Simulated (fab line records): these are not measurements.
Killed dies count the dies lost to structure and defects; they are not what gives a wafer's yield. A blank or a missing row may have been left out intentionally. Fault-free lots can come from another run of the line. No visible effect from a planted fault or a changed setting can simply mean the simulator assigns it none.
Chamber matching || flow n5_finfet || N5_ZERO_LAYER_PECVD_02 on pecvd-03: 3 sister chambers
The step deposits SiO2 from SiH4/N2O, target thk 10 nm, time 6 s. 24 wafers are shown with their chamber, then 12 later ones without.

## WAFERS PAIRED WITH THEIR CHAMBERS
{"wafer": "L074.1", "chamber": 1, "showerhead_plenum_p_Torr (Torr)": 8.20, "heater_power_w (W)": 796}
{"wafer": "L074.3", "chamber": 0, "showerhead_plenum_p_Torr (Torr)": 7.95, "heater_power_w (W)": 794}
{"wafer": "L074.6", "chamber": 0, "showerhead_plenum_p_Torr (Torr)": 7.98, "heater_power_w (W)": 806}
{"wafer": "L075.1", "chamber": 2, "showerhead_plenum_p_Torr (Torr)": 8.36, "heater_power_w (W)": 859}
{"wafer": "L075.4", "chamber": 0, "showerhead_plenum_p_Torr (Torr)": 7.96, "heater_power_w (W)": 757}
{"wafer": "L075.5", "chamber": 1, "showerhead_plenum_p_Torr (Torr)": 8.18, "heater_power_w (W)": 783}
{"wafer": "L077.3", "chamber": 2, "showerhead_plenum_p_Torr (Torr)": 8.38, "heater_power_w (W)": 753}
{"wafer": "L077.4", "chamber": 1, "showerhead_plenum_p_Torr (Torr)": 8.20, "heater_power_w (W)": 773}
{"wafer": "L077.6", "chamber": 0, "showerhead_plenum_p_Torr (Torr)": 7.97, "heater_power_w (W)": 643}
{"wafer": "L081.4", "chamber": 1, "showerhead_plenum_p_Torr (Torr)": 8.21, "heater_power_w (W)": 797}
{"wafer": "L081.5", "chamber": 0, "showerhead_plenum_p_Torr (Torr)": 7.97, "heater_power_w (W)": 776}
{"wafer": "L081.6", "chamber": 2, "showerhead_plenum_p_Torr (Torr)": 8.37, "heater_power_w (W)": 787}
{"wafer": "L082.2", "chamber": 2, "showerhead_plenum_p_Torr (Torr)": 8.39, "heater_power_w (W)": 875}
{"wafer": "L082.3", "chamber": 0, "showerhead_plenum_p_Torr (Torr)": 7.97, "heater_power_w (W)": 740}
{"wafer": "L082.6", "chamber": 0, "showerhead_plenum_p_Torr (Torr)": 7.97, "heater_power_w (W)": 743}
{"wafer": "L083.1", "chamber": 1, "showerhead_plenum_p_Torr (Torr)": 8.20, "heater_power_w (W)": 738}
{"wafer": "L083.2", "chamber": 0, "showerhead_plenum_p_Torr (Torr)": 7.99, "heater_power_w (W)": 655}
{"wafer": "L083.4", "chamber": 0, "showerhead_plenum_p_Torr (Torr)": 7.98, "heater_power_w (W)": 664}
{"wafer": "L084.1", "chamber": 2, "showerhead_plenum_p_Torr (Torr)": 8.38, "heater_power_w (W)": 760}
{"wafer": "L084.2", "chamber": 0, "showerhead_plenum_p_Torr (Torr)": 8.00, "heater_power_w (W)": 722}
{"wafer": "L084.3", "chamber": 1, "showerhead_plenum_p_Torr (Torr)": 8.20, "heater_power_w (W)": 758}
{"wafer": "L087.2", "chamber": 2, "showerhead_plenum_p_Torr (Torr)": 8.37, "heater_power_w (W)": 898}
{"wafer": "L087.3", "chamber": 1, "showerhead_plenum_p_Torr (Torr)": 8.22, "heater_power_w (W)": 683}
{"wafer": "L087.6", "chamber": 1, "showerhead_plenum_p_Torr (Torr)": 8.19, "heater_power_w (W)": 696}

SIGNATURES (means of the wafers above)
{"reading": "showerhead_plenum_p_Torr", "chamber 0": 7.9740, "chamber 1": 8.2000, "chamber 2": 8.3750, "scatter within a chamber": 0.0127}
{"reading": "heater_power_w", "chamber 0": 730.00, "chamber 1": 753.00, "chamber 2": 822.00, "scatter within a chamber": 55.1}
Rule: distance of a wafer from a chamber = root of the sum over the readings of ((wafer's reading minus chamber's mean) / reading's scatter) squared. If the next closest chamber is less than 2 further off than the closest, the wafer can't be placed; otherwise it belongs to the closest. The scatter is the square root of a quotient: the sum, over the shown wafers, of each reading's squared deviation from its chamber's mean, divided by wafers minus chambers.

## WAFERS WITHOUT THEIR CHAMBER
{"wafer": "L088.1", "showerhead_plenum_p_Torr (Torr)": 8.20, "heater_power_w (W)": 799}
{"wafer": "L088.3", "showerhead_plenum_p_Torr (Torr)": 7.99, "heater_power_w (W)": 770}
{"wafer": "L088.4", "showerhead_plenum_p_Torr (Torr)": 8.22, "heater_power_w (W)": 787}
{"wafer": "L091.2", "showerhead_plenum_p_Torr (Torr)": 8.36, "heater_power_w (W)": 787}
{"wafer": "L091.5", "showerhead_plenum_p_Torr (Torr)": 8.19, "heater_power_w (W)": 827}
{"wafer": "L091.6", "showerhead_plenum_p_Torr (Torr)": 7.99, "heater_power_w (W)": 734}
{"wafer": "L093.3", "showerhead_plenum_p_Torr (Torr)": 8.21, "heater_power_w (W)": 760}
{"wafer": "L093.4", "showerhead_plenum_p_Torr (Torr)": 8.36, "heater_power_w (W)": 831}
{"wafer": "L093.6", "showerhead_plenum_p_Torr (Torr)": 7.98, "heater_power_w (W)": 762}
{"wafer": "L095.1", "showerhead_plenum_p_Torr (Torr)": 8.21, "heater_power_w (W)": 722}
{"wafer": "L095.2", "showerhead_plenum_p_Torr (Torr)": 8.36, "heater_power_w (W)": 863}
{"wafer": "L095.4", "showerhead_plenum_p_Torr (Torr)": 8.18, "heater_power_w (W)": 720}

## CHAMBER TAKEN BY EACH
{"wafer": "L088.1", "from the rows above": 1, "in truth": 1}
{"wafer": "L088.3", "from the rows above": 0, "in truth": 0}
{"wafer": "L088.4", "from the rows above": 1, "in truth": 1}
{"wafer": "L091.2", "from the rows above": 2, "in truth": 2}
{"wafer": "L091.5", "from the rows above": 1, "in truth": 1}
{"wafer": "L091.6", "from the rows above": 0, "in truth": 0}
{"wafer": "L093.3", "from the rows above": 1, "in truth": 1}
{"wafer": "L093.4", "from the rows above": 2, "in truth": 2}
{"wafer": "L093.6", "from the rows above": 0, "in truth": 0}
{"wafer": "L095.1", "from the rows above": 1, "in truth": 1}
{"wafer": "L095.2", "from the rows above": 2, "in truth": 2}
{"wafer": "L095.4", "from the rows above": 1, "in truth": 1}
Placed correctly: 12 of 12. Left unplaced by these rows: 0. Placed wrongly: 0.
